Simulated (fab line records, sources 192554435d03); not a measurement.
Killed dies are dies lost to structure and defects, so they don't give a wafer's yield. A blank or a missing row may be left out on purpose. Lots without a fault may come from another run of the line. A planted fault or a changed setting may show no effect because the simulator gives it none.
fab line records | flow n5_finfet
record lots=6 wafers=18 last_day=19
route steps=1938 shown BEOL_M10@1476
lots that met no fault: from a run of the same line without faults
start_h: hours from the record's first day to the start of the lot's first wafer shown | wait_h: hours since the lot's step before | " the same as in the row above | L1.1+2: a row that stands for several wafers | - no value, or no start given | * or withheld: withheld | < > ~ a bound
route shown NAME@n: a module of which the file shows steps, and the number in the route of the first | usual: mean/standard deviation of fault-free wafers | same: alike in all rows | chamber/n: place in a boat | sites: the reading at each site | _std_site: their standard deviation | _edge_site: outer sites' mean less inner sites' | radius_mm: how far each site lies from the wafer's centre | mask NAME#n: copy n | behind: the tool/chamber that last shaped the wafer | hold: why the lot was held/for how many hours/how that ended | device: the transistor (n, p or np) that didn't switch | end of line: the same wafers' tests at the end of the route | a step without rows: its recipe alone | killed: dies lost to structure and defects at the first sort, not the wafer's yield | map: a wafer's dies, x killed, . not, _ none there
set.NAME: the setting as run; set.NAME@STEP: as run at that earlier step | model.NAME: the simulator's own value behind a step, which no gauge read
lots at some steps of the route; a table a step, a row a wafer
services: from which hour (start_h, from the record's first day; less than 0 if before it) a tool's chamber was out of use, for how many hours, and why
## steps
# step N5_BEOL_M10_COAT_60
# recipe resist=SiARC temp_c=220 time_s=60 spin_rpm=1500 resist_thk_nm=30
# step N5_BEOL_M10_COAT_05
# recipe resist=CAR-ArF spin_rpm=1500 resist_thk_nm=90
# step N5_BEOL_M10_EBR_07
# recipe solvent=PGMEA ebr_width_mm=1.5
# step N5_BEOL_M10_SOFTBAKE_06
# recipe temp_c=110 time_s=60 resist=CAR-ArF
# step N5_BEOL_M10_EXPOSE_08
# recipe mask_id=M10 na=1.35 source_shape=dipole sigma_inner=0.411 sigma_outer=0.611 polarization=te dose_mj=53.75
# step N5_BEOL_M10_PEB_09
# recipe peb_temp_c=withheld peb_time_s=60 resist=CAR-ArF
# step N5_BEOL_M10_DEVELOP_10
# recipe develop_time_s=30 developer=TMAH resist=CAR-ArF rinse_liquid=diw dry=air_spin dev_temp_c=23
# step N5_BEOL_M10_CD_MEAS_11
# recipe target_cd_nm=64.1 landing_energy_ev=500 detector=se_inlens polarity=opening
# usual cd_nm=64.2/0.5
# columns lot.wafer tool chamber start_h wait_h cd_nm
L549.1 cd_sem-01 0 261.14 - 63.7
L549.3 " 0 " " 63.7
L549.4 " 0 " " 63.3
L556.2 cd_sem-01 0 297.61 - 63.9
L556.4 " 0 " " 64.6
L556.5 " 0 " " 64.3
L563.1 cd_sem-01 0 343.46 - 63.8
L563.3 " 0 " " 63.6
L563.6 " 0 " " 64.1
L564.1 cd_sem-03 0 361.45 - 63.4
L564.3 " 0 " " 63.4
L564.6 " 0 " " 63.3
L568.2 cd_sem-01 0 375.39 - 64.4
L568.4 " 0 " " 64.6
L568.6 " 0 " " 64.5
L571.4 cd_sem-01 0 402.83 - 64.4
L571.5 " 0 " " 64.3
L571.6 " 0 " " 64.3
# step N5_BEOL_M10_OVL_MEAS_12
# recipe points_per_wafer=44
# usual M10_OVL=0.1/0.89
# same points_per_wafer=44
# columns lot.wafer tool chamber start_h wait_h M10_OVL[nm]
L549.1 overlay-02 0 261.17 0.0 -1.5
L549.3 " 0 " " -1.6
L549.4 " 0 " " 0.1
L556.2 overlay-01 0 297.64 0.0 0.3
L556.4 " 0 " " -0.3
L556.5 " 0 " " 0.3
L563.1 overlay-02 0 343.49 0.0 -0.9
L563.3 " 0 " " 0.2
L563.6 " 0 " " -0.1
L564.1 overlay-02 0 361.48 0.0 0.0
L564.3 " 0 " " -0.8
L564.6 " 0 " " -0.8
L568.2 overlay-01 0 375.42 0.0 1.0
L568.4 " 0 " " 0.2
L568.6 " 0 " " -0.1
L571.4 overlay-02 0 402.86 0.0 0.4
L571.5 " 0 " " 0.4
L571.6 " 0 " " 0.0
# step N5_BEOL_M10_INSPECT_13
# recipe mode=adi inspect_instrument=brightfield
# usual raw_defect_count=430/99
# columns lot.wafer tool chamber start_h wait_h raw_defect_count
L549.1 defect_inspect-01 - 261.20 0.0 429
L549.3 " - " " 412
L549.4 " - " " 328
L556.2 defect_inspect-02 - 297.67 0.0 686
L556.4 " - " " 464
L556.5 " - " " 668
L563.1 defect_inspect-01 - 343.51 0.0 440
L563.3 " - " " 414
L563.6 " - " " 375
L564.1 defect_inspect-01 - 361.51 0.0 667
L564.3 " - " " 423
L564.6 " - " " 668
L568.2 defect_inspect-01 - 375.45 0.0 362
L568.4 " - " " 323
L568.6 " - " " 276
L571.4 defect_inspect-02 - 402.89 0.0 315
L571.5 " - " " 487
L571.6 " - " " 499
# step N5_BEOL_M10_DESCUM_16
# recipe chemistry=O2 time_s=7.9 source_power_w=50 bias_power_w=20 pressure_mtorr=20 rf_frequency_hz=2.712e+07 temp_c=40 resist=CAR-ArF o2_flow_sccm=225
# usual drypump_motor_current_A=5.8/0.4 oes_product_au=0.76/0.07 rf_fwd_power_W=49.39/0.19 rf_vpp_V=243.3/1.1 showerhead_plenum_p_Torr=2.11/0.053 throttle_valve_pct=20.50/0.19
# columns lot.wafer tool chamber start_h wait_h drypump_motor_current_A oes_product_au rf_fwd_power_W rf_hours_counter_h rf_vpp_V showerhead_plenum_p_Torr throttle_valve_pct
L549.1 rie_diel-01 3 261.35 0.1 5.6 0.75 49.52 155 242.3 2.09 20.56
L549.3 " 2 " " 6.2 0.82 49.37 83 241.6 2.02 20.56
L549.4 " 1 " " 5.8 0.80 49.68 105 242.3 2.11 20.43
L556.2 rie_diel-06 2 297.81 0.1 5.1 0.71 49.20 210 242.9 2.17 20.38
L556.4 " 3 " " 5.9 0.72 49.46 177 242.6 2.09 20.52
L556.5 " 3 " " 5.9 0.73 49.10 - 243.1 2.09 20.52
L563.1 rie_diel-06 1 343.67 0.2 5.7 0.79 49.29 114 244.9 2.10 20.52
L563.3 " 2 " " 5.1 0.70 49.25 227 244.5 2.16 20.40
L563.6 " 2 " " 5.0 0.70 49.45 - 244.6 2.16 20.42
L564.1 rie_diel-06 3 361.75 0.2 5.9 0.72 49.28 202 243.2 2.08 20.55
L564.3 " 2 " " 5.1 0.69 49.57 234 243.7 2.16 20.41
L564.6 " 1 " " 5.7 0.78 49.52 - 244.1 2.10 20.52
L568.2 rie_diel-01 2 375.48 0.0 6.2 0.77 49.07 132 241.5 2.01 20.65
L568.4 " 0 " " 5.8 0.78 49.58 126 244.9 2.19 20.56
L568.6 " 2 " " 6.2 0.77 49.03 - 242.3 2.01 20.64
L571.4 rie_diel-01 0 403.17 0.3 5.8 0.78 49.34 - 244.3 2.18 20.60
L571.5 " 3 " " 5.6 0.70 49.46 - 241.9 2.07 20.65
L571.6 " 1 " " 5.7 0.76 49.81 - 241.6 2.09 20.50
# step N5_BEOL_M10_ETCH_61
# recipe chemistry=CF4 target=SiARC target_depth_a=390 mask_material=CAR-ArF time_s=65 ion_energy_ev=80 pressure_mtorr=40 source_w=545 bias_w=36 Ar_flow_sccm=100 cf4_flow_sccm=100 ends=cleared
# usual drypump_motor_current_A=5.8/0.39 etch_rf_on_time_s=64.8/0.78 mfc_ar_sccm=100.01/0.3 oes_product_au=0.65/0.059 rf_fwd_power_W=538.3/2.2 rf_vpp_V=184.4/1 showerhead_plenum_p_Torr=2.16/0.05 throttle_valve_pct=15.68/0.18
# columns lot.wafer tool chamber start_h wait_h drypump_motor_current_A etch_rf_on_time_s mfc_ar_sccm oes_product_au rf_fwd_power_W rf_hours_counter_h rf_vpp_V showerhead_plenum_p_Torr throttle_valve_pct
L549.1 rie_diel-01 3 261.38 0.0 5.6 64.6 99.60 0.64 542.1 155 183.4 2.14 15.78
L549.3 " 2 " " 6.2 63.7 100.55 0.71 537.2 83 185.0 2.08 15.75
L549.4 " 1 " " 5.7 64.2 100.20 0.69 539.0 105 184.0 2.15 15.57
L556.2 rie_diel-06 2 297.84 0.0 5.1 64.0 100.22 0.61 539.4 210 186.1 2.21 15.59
L556.4 " 3 " " 5.9 63.7 100.07 0.62 539.4 177 183.8 2.13 15.61
L556.5 " 3 " " 5.9 64.1 99.53 0.62 541.5 - 183.0 2.13 15.61
L563.1 rie_diel-06 1 343.71 0.0 5.8 64.6 99.86 0.67 534.1 114 184.1 2.15 15.71
L563.3 " 2 " " 5.1 64.6 100.14 0.60 533.4 227 185.7 2.21 15.63
L563.6 " 2 " " 5.1 65.1 100.06 0.59 538.5 - 184.6 2.21 15.64
L564.1 rie_diel-06 3 361.79 0.0 5.8 64.0 100.15 0.61 538.5 202 181.6 2.12 15.67
L564.3 " 2 " " 5.1 63.9 100.29 0.59 538.3 234 185.1 2.21 15.66
L564.6 " 1 " " 5.7 64.3 100.30 0.67 536.8 - 185.2 2.15 15.72
L568.2 rie_diel-01 2 375.51 0.0 6.2 64.5 100.27 0.66 537.3 132 183.0 2.07 15.85
L568.4 " 0 " " 5.7 65.6 100.50 0.66 539.4 126 185.4 2.23 15.68
L568.6 " 2 " " 6.2 65.2 99.80 0.66 537.1 - 182.8 2.07 15.83
L571.4 rie_diel-01 0 403.21 0.0 5.8 65.6 99.73 0.65 541.1 - 185.4 2.22 15.71
L571.5 " 3 " " 5.6 65.1 99.40 0.61 540.2 - 183.5 2.13 15.88
L571.6 " 1 " " 5.8 64.8 100.12 0.65 541.9 - 183.9 2.13 15.66
# step N5_BEOL_M10_ETCH_62
# recipe chemistry=N2/H2 target=SOC target_depth_a=1100 overetch_a=220 mask_material=SiARC temp_c=40 time_s=165 ion_energy_ev=200 pressure_mtorr=30 source_w=840 bias_w=150 n2_flow_sccm=200 h2_flow_sccm=200
# usual drypump_motor_current_A=5.8/0.4 oes_product_au=0.65/0.056 rf_fwd_power_W=837.7/2.7 rf_vpp_V=524.5/2 showerhead_plenum_p_Torr=2.57/0.066 throttle_valve_pct=17.89/0.22
# columns lot.wafer tool chamber start_h wait_h drypump_motor_current_A oes_product_au rf_fwd_power_W rf_hours_counter_h rf_vpp_V showerhead_plenum_p_Torr throttle_valve_pct model.SiARC_of_BEOL_M10_COAT_60.thk_nm model.BEOL_M10.cd_offset_nm
L549.1 rie_diel-01 3 261.43 0.0 5.6 0.64 838.7 155 523.1 2.54 17.99 23.4 -0.4
L549.3 " 2 " " 6.2 0.69 838.6 83 523.1 2.47 17.90 23.4 -1
L549.4 " 1 " " 5.8 0.67 838.9 105 524.2 2.57 17.82 23.4 -1
L556.2 rie_diel-06 2 297.89 0.0 5.1 0.60 838.6 210 525.7 2.63 17.84 23.2 -0.2
L556.4 " 3 " " 6.0 0.61 834.1 177 524.0 2.52 17.83 23.2 0.2
L556.5 " 3 " " 5.9 0.62 839.3 - 523.8 2.52 17.83 23.4 0
L563.1 rie_diel-06 1 343.76 0.0 5.7 0.67 839.2 114 522.4 2.55 17.93 23.4 -0.2
L563.3 " 2 " " 5.1 0.59 840.0 227 525.3 2.62 17.88 23.6 -0.2
L563.6 " 2 " " 5.1 0.59 838.9 - 524.7 2.62 17.88 20.2 1.4
L564.1 rie_diel-06 3 361.84 0.0 5.9 0.60 838.9 202 523.2 2.51 17.88 23.4 -0.8
L564.3 " 2 " " 5.1 0.59 839.9 234 525.3 2.62 17.89 23.2 -0.6
L564.6 " 1 " " 5.7 0.66 843.7 - 524.9 2.55 17.93 20 1.2
L568.2 rie_diel-01 2 375.56 0.0 6.2 0.65 837.4 132 520.7 2.45 18.00 23.4 0
L568.4 " 0 " " 5.7 0.67 841.3 126 527.5 2.66 17.98 23.4 0
L568.6 " 2 " " 6.2 0.65 836.4 - 521.7 2.45 18.00 23.4 0.4
L571.4 rie_diel-01 0 403.31 0.1 5.8 0.66 839.0 - 527.7 2.65 18.00 23.4 0
L571.5 " 3 " " 5.6 0.60 841.2 - 522.8 2.51 18.07 23.4 0
L571.6 " 1 " " 5.7 0.64 842.0 - 523.5 2.54 17.90 23.4 0
# step N5_BEOL_M10_STRIP_68
# recipe chemistry=N2/H2 temp_c=40 n2_flow_sccm=200 h2_flow_sccm=200 rf_frequency_hz=6e+07
# step N5_BEOL_M10_STRIP_67
# recipe chemistry=CF4 resist=SiARC power_w=300 bias_power_w=75 pressure_mtorr=50 cf4_flow_sccm=150 rf_frequency_hz=6e+07
# usual drypump_motor_current_A=5.8/0.4 oes_product_au=0.76/0.065 rf_vpp_V=271.4/1.3 showerhead_plenum_p_Torr=1.81/0.043 throttle_valve_pct=13.67/0.18
# columns lot.wafer tool chamber start_h wait_h drypump_motor_current_A oes_product_au rf_hours_counter_h rf_vpp_V showerhead_plenum_p_Torr throttle_valve_pct
L549.1 rie_diel-01 3 261.58 0.0 5.6 0.75 155 271.3 1.79 13.72
L549.3 " 2 " " 6.2 0.82 84 268.7 1.75 13.69
L549.4 " 1 " " 5.7 0.80 105 272.5 1.80 13.50
L556.2 rie_diel-06 2 298.04 0.0 5.1 0.72 210 270.8 1.86 13.63
L556.4 " 3 " " 5.9 0.72 177 271.2 1.78 13.59
L556.5 " 3 " " 5.9 0.73 - 271.4 1.78 13.60
L563.1 rie_diel-06 1 343.90 0.0 5.7 0.79 115 269.6 1.80 13.69
L563.3 " 2 " " 5.1 0.70 227 271.9 1.85 13.68
L563.6 " 2 " " 5.1 0.69 - 271.5 1.85 13.67
L564.1 rie_diel-06 3 361.98 0.0 5.9 0.71 202 270.9 1.77 13.63
L564.3 " 2 " " 5.1 0.69 234 272.5 1.85 13.68
L564.6 " 1 " " 5.7 0.78 - 271.7 1.80 13.69
L568.2 rie_diel-01 2 375.71 0.0 6.3 0.78 132 268.5 1.73 13.79
L568.4 " 0 " " 5.7 0.78 126 272.1 1.86 13.66
L568.6 " 2 " " 6.3 0.78 - 270.7 1.73 13.78
L571.4 rie_diel-01 0 403.40 0.0 5.7 0.77 - 273.2 1.86 13.70
L571.5 " 3 " " 5.6 0.72 - 271.2 1.78 13.87
L571.6 " 1 " " 5.7 0.75 - 272.2 1.78 13.63
# step N5_BEOL_M10_HM_OPEN_17
# recipe chemistry=Cl2/BCl3 target_depth_a=200 overetch_a=60 target=TiN mask_material=SOC ion_energy_ev=150 pressure_mtorr=10 icp_w=1000 bias_w=126 Cl2_flow_sccm=53.25 bcl3_flow_sccm=21.75 Ar_flow_sccm=25
# usual drypump_motor_current_A=5.9/0.55 mfc_ar_sccm=25.01/0.069 oes_ar_750_au=0.82/0.077 oes_product_au=0.70/0.063 rf_fwd_power_W=994/3.2 throttle_valve_pct=21.97/0.21
# columns lot.wafer tool chamber start_h wait_h drypump_motor_current_A mfc_ar_sccm oes_ar_750_au oes_product_au rf_fwd_power_W rf_hours_counter_h throttle_valve_pct model.BEOL_M10.cd_offset_nm
L549.1 rie_metal-03 1 261.62 0.0 5.1 24.99 0.79 0.68 986 42 21.89 -0.4
L549.3 " 0 " " 5.9 25.02 0.63 0.54 993 - 21.92 -1
L549.4 " 1 " " 5.1 25.03 0.80 0.68 995 - 21.90 -0.8
L556.2 rie_metal-03 0 298.08 0.0 5.9 25.02 0.99 0.83 989 0 21.61 -0.2
L556.4 " 0 " " 5.9 24.94 0.99 0.85 1000 - 21.62 0.2
L556.5 " 1 " " 5.1 24.99 0.77 0.66 994 - 21.90 0
L563.1 rie_metal-02 0 343.94 0.0 5.6 25.02 0.92 0.78 997 5 21.85 0
L563.3 " 0 " " 5.6 24.93 0.93 0.78 996 - 21.85 -0.2
L563.6 " 1 " " 6.0 24.88 0.78 0.68 994 - 22.40 1.4
L564.1 rie_metal-02 0 362.02 0.0 5.6 25.05 0.91 0.76 994 7 21.84 -0.6
L564.3 " 1 " " 6.0 25.02 0.79 0.67 989 - 22.40 -0.6
L564.6 " 0 " " 5.7 24.97 0.91 0.77 994 - 21.85 1.4
L568.2 rie_metal-03 1 375.75 0.0 5.1 25.10 0.75 0.64 989 59 21.94 0.2
L568.4 " 0 " " 5.9 25.09 0.92 0.77 994 - 21.63 0
L568.6 " 0 " " 5.9 24.99 0.92 0.76 995 - 21.62 0.2
L571.4 rie_metal-03 1 403.46 0.1 5.1 25.03 0.74 0.64 990 - 21.94 0
L571.5 " 1 " " 5.1 24.99 0.75 0.64 991 - 21.92 0
L571.6 " 0 " " 5.9 24.98 0.91 0.77 998 - 21.63 -0.2
# step N5_BEOL_M10_STRIP_19
# recipe chemistry=O2 power_w=400 temp_c=40 pressure_mtorr=30 rf_frequency_hz=6e+07 bias_power_w=0 overash_fraction=0.2 o2_flow_sccm=225
# usual drypump_motor_current_A=5.8/0.4 oes_product_au=0.77/0.068 rf_vpp_V=3.7/0.59 showerhead_plenum_p_Torr=2.12/0.057 throttle_valve_pct=16.74/0.18
# columns lot.wafer tool chamber start_h wait_h drypump_motor_current_A oes_product_au rf_hours_counter_h rf_vpp_V showerhead_plenum_p_Torr throttle_valve_pct
L549.1 rie_diel-01 1 261.76 0.1 5.8 0.80 105 4.2 2.12 16.67
L549.3 " 2 " " 6.2 0.83 84 3.9 2.03 16.76
L549.4 " 3 " " 5.6 0.75 155 3.1 2.09 16.82
L556.2 rie_diel-06 0 298.23 0.1 5.9 0.72 220 3.2 2.07 16.96
L556.4 " 3 " " 5.9 0.73 177 3.4 2.10 16.74
L556.5 " 3 " " 5.9 0.73 - 4.1 2.10 16.71
L563.1 rie_diel-06 2 344.06 0.1 5.1 0.70 227 4.1 2.17 16.71
L563.3 " 0 " " 5.9 0.70 238 3.6 2.06 16.98
L563.6 " 3 " " 5.9 0.72 - 3.9 2.09 16.77
L564.1 rie_diel-04 1 362.23 0.2 5.3 0.75 161 4.3 2.08 16.50
L564.3 " 2 " " 5.5 0.95 10 2.7 2.15 16.79
L564.6 " 2 " " 5.4 0.95 - 4.0 2.15 16.82
L568.2 rie_diel-04 1 375.86 0.1 5.3 0.74 165 3.4 2.08 16.49
L568.4 " 3 " " 6.5 0.71 243 3.4 2.16 16.65
L568.6 " 0 " " 6.4 0.84 - 3.7 2.21 16.62
L571.4 rie_diel-01 0 403.56 0.1 5.7 0.78 - 4.5 2.19 16.84
L571.5 " 1 " " 5.7 0.75 - 4.0 2.10 16.78
L571.6 " 3 " " 5.6 0.71 - 3.1 2.07 16.91
## services
# columns tool chamber start_h hours kind
rie_metal-02 - 254.09 14.6 pm
rie_diel-06 3 258.10 3.1 repair
rie_diel-04 3 260.32 20.8 repair
rie_metal-03 0 268.98 - clean
rie_metal-03 0 268.98 24.8 scheduled_down
rie_metal-03 0 268.98 24.8 vent_cycle
rie_metal-02 0 269.00 - clean
rie_diel-06 1 301.28 8.3 repair
rie_diel-06 - 310.71 2.8 pm
rie_diel-01 0 311.39 14.6 repair
rie_diel-01 1 323.83 2.3 repair
rie_diel-04 0 328.48 9.2 repair
rie_metal-02 - 331.27 0.7 repair
rie_diel-01 1 337.50 9.0 repair
rie_metal-03 0 339.24 12.5 repair
rie_diel-01 3 376.33 6.9 repair
rie_diel-06 0 377.94 8.3 repair
rie_diel-06 0 386.49 - clean
rie_diel-06 0 386.49 - consumable_replace:esc
rie_diel-06 0 386.49 - consumable_replace:focus_ring
rie_diel-06 0 386.49 24.7 scheduled_down
rie_diel-06 0 386.49 24.7 vent_cycle
rie_diel-01 2 397.61 35.8 repair
rie_diel-06 2 401.88 2.7 repair
## key
first_sign none at tools or gauges
model_effect step=N5_BEOL_M10_ETCH_62 value=SiARC_of_BEOL_M10_COAT_60.thk_nm without=23.5 struck=20.1
model_effect step=N5_BEOL_M10_HM_OPEN_17 value=BEOL_M10.cd_offset_nm without=-0.2 struck=1.4
met_at N5_BEOL_M10_ETCH_62
struck_wafers L563.6,L564.6
onset_between 297.89 343.76
fault kind=process_parameter_drift tool=rie_diel-06 chamber=- onset_h=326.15 steps=N5_BEOL_M10_ETCH_62 channel=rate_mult offset=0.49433 shape=step end_h=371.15 scope=struck_wafers_only
